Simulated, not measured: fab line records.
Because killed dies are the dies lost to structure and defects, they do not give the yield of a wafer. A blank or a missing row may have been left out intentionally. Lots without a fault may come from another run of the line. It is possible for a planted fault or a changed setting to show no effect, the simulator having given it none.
Chamber matching / flow nand-harc / NHARC_THIN_TSV_ETCHBACK_48 on rie-diel-08 has 4 sister chambers
The step etches the open film in C4F8/Ar, target depth 1028.5 nm, time 405.17 s. 4 wafers are shown with their chamber, then 7 later ones without.

== WAFERS PAIRED WITH THEIR CHAMBERS ==
wafer=L320.5; chamber=2; rf-vpp-V (V)=552
wafer=L321.6; chamber=1; rf-vpp-V (V)=545
wafer=L324.2; chamber=3; rf-vpp-V (V)=545
wafer=L324.3; chamber=0; rf-vpp-V (V)=546

== WAFERS WHOSE CHAMBER IS MISSING ==
wafer=L324.6; rf-vpp-V (V)=552
wafer=L328.1; rf-vpp-V (V)=544
wafer=L328.5; rf-vpp-V (V)=553
wafer=L328.6; rf-vpp-V (V)=544
wafer=L337.2; rf-vpp-V (V)=542
wafer=L337.3; rf-vpp-V (V)=552
wafer=L337.5; rf-vpp-V (V)=544

== THE CHAMBER EACH PASSED THROUGH ==
wafer=L324.6; from the rows above=2; in truth=2
wafer=L328.1; from the rows above=can't be placed: 1 or 3 or 0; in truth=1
wafer=L328.5; from the rows above=2; in truth=2
wafer=L328.6; from the rows above=can't be placed: 1 or 3 or 0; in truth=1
wafer=L337.2; from the rows above=can't be placed: 1 or 3 or 0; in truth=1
wafer=L337.3; from the rows above=2; in truth=2
wafer=L337.5; from the rows above=can't be placed: 1 or 3 or 0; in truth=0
Correctly placed: 3 of 7. Not placeable from these rows: 4 (in 4, the candidates include the true chamber). Number placed wrongly: 0.
How it was worked out, from the rows above alone: a wafer's distance from a chamber is the root of the sum, over the readings, of the square of ((its reading less the chamber's mean) divided by the reading's scatter). If the next closest chamber is less than 2 further off than the closest, the wafer can't be placed; otherwise it belongs to the closest. The mean given for a chamber averages the wafers shown for that chamber. The scatter (one wafer shown for each chamber): square how far every hidden wafer sits from the nearest shown wafer, average those squares and take the square root.
